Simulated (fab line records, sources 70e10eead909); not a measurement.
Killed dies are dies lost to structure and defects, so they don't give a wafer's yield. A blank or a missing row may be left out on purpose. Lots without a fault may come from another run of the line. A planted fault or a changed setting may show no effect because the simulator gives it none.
Which tool did it? | flow nand_harc | 24 lots, 72 wafers sampled, at 4 steps of a route of 1159

WHAT THE GAUGES READ, wafer by wafer
NHARC_A_CONTACT_OVL_MEAS_70.
lot  | measured     | on         | overlay_x_nm (nm) | overlay_y_nm (nm)
L075 | day 16 17:40 | overlay-02 | -0.4 -0.3 -0.8    | 0.0 -0.9 -0.3
L074 | day 16 18:59 | overlay-01 | 0.1 0.5 0.1       | 1.7 0.6 0.6
L076 | day 17 08:56 | overlay-02 | 0.0 -0.4 -0.4     | 0.9 1.0 0.5
L077 | day 17 11:00 | overlay-02 | 0.1 0.1 0.1       | -0.9 -1.0 -1.1
L078 | day 17 20:44 | overlay-01 | -0.1 -0.6 -0.5    | -0.6 -0.3 -1.3
L079 | day 18 02:16 | overlay-02 | 0.2 0.3 -0.1      | -1.3 -1.4 -1.4
L080 | day 18 12:25 | overlay-01 | 0.5 -0.1 0.4      | 0.5 0.2 0.7
L081 | day 18 15:51 | overlay-01 | 1.2 1.1 0.9       | -0.6 -0.7 -1.1
L084 | day 19 05:38 | overlay-02 | -0.5 -0.7 -0.8    | 0.3 0.2 0.4
L085 | day 19 09:05 | overlay-02 | -0.6 -0.4 -0.6    | 0.6 0.2 0.2
L083 | day 19 11:10 | overlay-01 | 0.3 0.5 0.5       | 0.5 0.5 -0.1
L082 | day 19 11:20 | overlay-02 | 0.7 0.7 0.5       | 0.4 0.2 0.1
L087 | day 20 01:08 | overlay-02 | 0.5 0.6 0.6       | 0.5 0.6 0.1
L086 | day 20 02:12 | overlay-01 | 0.4 0.1 0.3       | -1.1 -1.5 -0.7
L088 | day 20 15:14 | overlay-02 | 1.9 1.4 1.1       | 1.5 0.6 1.9
L089 | day 20 15:40 | overlay-01 | 0.9 1.3 1.1       | 0.4 0.7 0.3
L090 | day 21 04:49 | overlay-02 | -0.1 0.1 -0.4     | -1.8 -1.8 -1.6
L091 | day 21 05:49 | overlay-01 | -0.8 -0.5 -1.1    | -0.7 -0.9 -0.9
L092 | day 21 11:17 | overlay-01 | 1.1 1.5 1.4       | 0.0 -0.1 0.0
L093 | day 22 03:02 | overlay-01 | 0.3 -0.2 0.3      | 0.6 0.4 1.4
L095 | day 22 04:24 | overlay-01 | 0.1 0.3 -0.1      | -1.9 -1.9 -1.4
L094 | day 22 06:20 | overlay-02 | -1.3 -1.4 -1.4    | -0.3 0.0 0.1
L096 | day 22 08:05 | overlay-01 | 1.5 0.9 1.0       | 0.6 1.0 0.9
L097 | day 22 18:25 | overlay-02 | -1.7 -1.6 -1.3    | 0.7 0.8 0.6

WHICH TOOL RAN EACH LOT (tool, then ch and the chambers of the sampled wafers, then the start)
lot  | NHARC_A_CONTACT_ETCH_115             | NHARC_A_CONTACT_ETCH_117             | NHARC_A_CONTACT_ETCH_120
L075 | har_cap_etch-03 ch 0, day 16 10:36   | har_cap_etch-03 ch 0, day 16 10:47   | har_cap_etch-03 ch 0, day 16 11:04
L074 | har_cap_etch-02 ch 0,1, day 16 10:45 | har_cap_etch-02 ch 0,1, day 16 10:56 | har_cap_etch-02 ch 0,1, day 16 11:13
L076 | har_cap_etch-03 ch 0,1, day 17 03:37 | har_cap_etch-03 ch 0,1, day 17 03:48 | har_cap_etch-03 ch 0,1, day 17 04:04
L077 | har_cap_etch-03 ch 0,1, day 17 05:36 | har_cap_etch-03 ch 0,1, day 17 05:47 | har_cap_etch-03 ch 0,1, day 17 06:03
L078 | har_cap_etch-02 ch 0,1, day 17 15:14 | har_cap_etch-02 ch 0,1, day 17 15:25 | har_cap_etch-02 ch 0,1, day 17 15:41
L079 | har_cap_etch-02 ch 0,1, day 17 20:38 | har_cap_etch-02 ch 0,1, day 17 20:49 | har_cap_etch-02 ch 0,1, day 17 21:05
L080 | har_cap_etch-01 ch 0,1, day 18 07:21 | har_cap_etch-01 ch 0,1, day 18 07:32 | har_cap_etch-01 ch 0,1, day 18 07:48
L081 | har_cap_etch-03 ch 0,1, day 18 09:05 | har_cap_etch-03 ch 0,1, day 18 09:16 | har_cap_etch-03 ch 0,1, day 18 09:32
L084 | har_cap_etch-01 ch 0,1, day 19 00:13 | har_cap_etch-01 ch 0,1, day 19 00:24 | har_cap_etch-01 ch 0,1, day 19 00:40
L085 | har_cap_etch-02 ch 0,1, day 19 02:27 | har_cap_etch-02 ch 0,1, day 19 02:38 | har_cap_etch-02 ch 0,1, day 19 02:55
L083 | har_cap_etch-01 ch 0,1, day 19 04:40 | har_cap_etch-01 ch 0,1, day 19 04:51 | har_cap_etch-01 ch 0,1, day 19 05:07
L082 | har_cap_etch-03 ch 0,1, day 19 05:41 | har_cap_etch-03 ch 0,1, day 19 05:52 | har_cap_etch-03 ch 0,1, day 19 06:08
L087 | har_cap_etch-03 ch 0,1, day 19 17:09 | har_cap_etch-03 ch 0,1, day 19 17:20 | har_cap_etch-03 ch 0,1, day 19 17:36
L086 | har_cap_etch-02 ch 0,1, day 19 17:29 | har_cap_etch-02 ch 0,1, day 19 17:40 | har_cap_etch-02 ch 0,1, day 19 17:56
L088 | har_cap_etch-01 ch 0,1, day 20 09:52 | har_cap_etch-01 ch 0,1, day 20 10:04 | har_cap_etch-01 ch 0,1, day 20 10:20
L089 | har_cap_etch-03 ch 0,1, day 20 10:23 | har_cap_etch-03 ch 0,1, day 20 10:34 | har_cap_etch-03 ch 0,1, day 20 10:50
L090 | har_cap_etch-02 ch 0,1, day 20 22:40 | har_cap_etch-02 ch 0,1, day 20 22:50 | har_cap_etch-02 ch 0,1, day 20 23:07
L091 | har_cap_etch-01 ch 0,1, day 20 22:49 | har_cap_etch-01 ch 0,1, day 20 22:59 | har_cap_etch-01 ch 0,1, day 20 23:16
L092 | har_cap_etch-03 ch 0,1, day 21 04:07 | har_cap_etch-03 ch 0,1, day 21 04:17 | har_cap_etch-03 ch 0,1, day 21 04:34
L093 | har_cap_etch-01 ch 0,1, day 21 21:35 | har_cap_etch-01 ch 0,1, day 21 21:46 | har_cap_etch-01 ch 0,1, day 21 22:02
L095 | har_cap_etch-02 ch 0,1, day 21 23:20 | har_cap_etch-02 ch 0,1, day 21 23:31 | har_cap_etch-02 ch 0,1, day 21 23:47
L094 | har_cap_etch-01 ch 0,1, day 22 01:17 | har_cap_etch-01 ch 0,1, day 22 01:28 | har_cap_etch-01 ch 0,1, day 22 01:44
L096 | har_cap_etch-03 ch 1, day 22 01:53   | har_cap_etch-03 ch 1, day 22 02:04   | har_cap_etch-03 ch 1, day 22 02:20
L097 | har_cap_etch-02 ch 0,1, day 22 08:50 | har_cap_etch-02 ch 0,1, day 22 09:01 | har_cap_etch-02 ch 0,1, day 22 09:17
- NHARC_A_CONTACT_ETCH_115: etches the open film in C4F8/O2/Ar, time 94 s, target depth 922 nm.
- NHARC_A_CONTACT_ETCH_117: etches the open film in C4F8/O2/Ar, time 94 s, target depth 922 nm.
- NHARC_A_CONTACT_ETCH_120: etches the open film in C4F8/O2/Ar, time 94 s, target depth 922 nm.

WHAT THE TOOLS THEMSELVES READ (means of the sampled wafers that have a number; where no wafer has one, the mark that the record gives instead)
The record holds no such reading with a usual standard deviation.

THE ANSWER, worked out from the rows above alone
Rule: what is usual is taken from the lots themselves. Put in order of their means at a reading, lots are off if they are a third of the lots or fewer, leave a main group of 4 or more, and stand apart from it by a gap of 3 or more times the standard deviation of the main group's means; of several such gaps the widest counts. A main group whose means are all the same, to the digits that the tables above print for the reading, isn't used. A lot without any number at a reading at which 4 lots or more have one is off too. The other lots that the step has rows for count as sound. The gauges are gone through in route order, then the tools' own readings, and for those a lot's mean is taken as printed above. The first step at which some lot is off is used, and at that step the reading that is off furthest; a lot without a number counts as furthest.
No lot is off at any reading shown: from this, nothing can be told.

WHAT THE SIMULATOR HAD PUT IN
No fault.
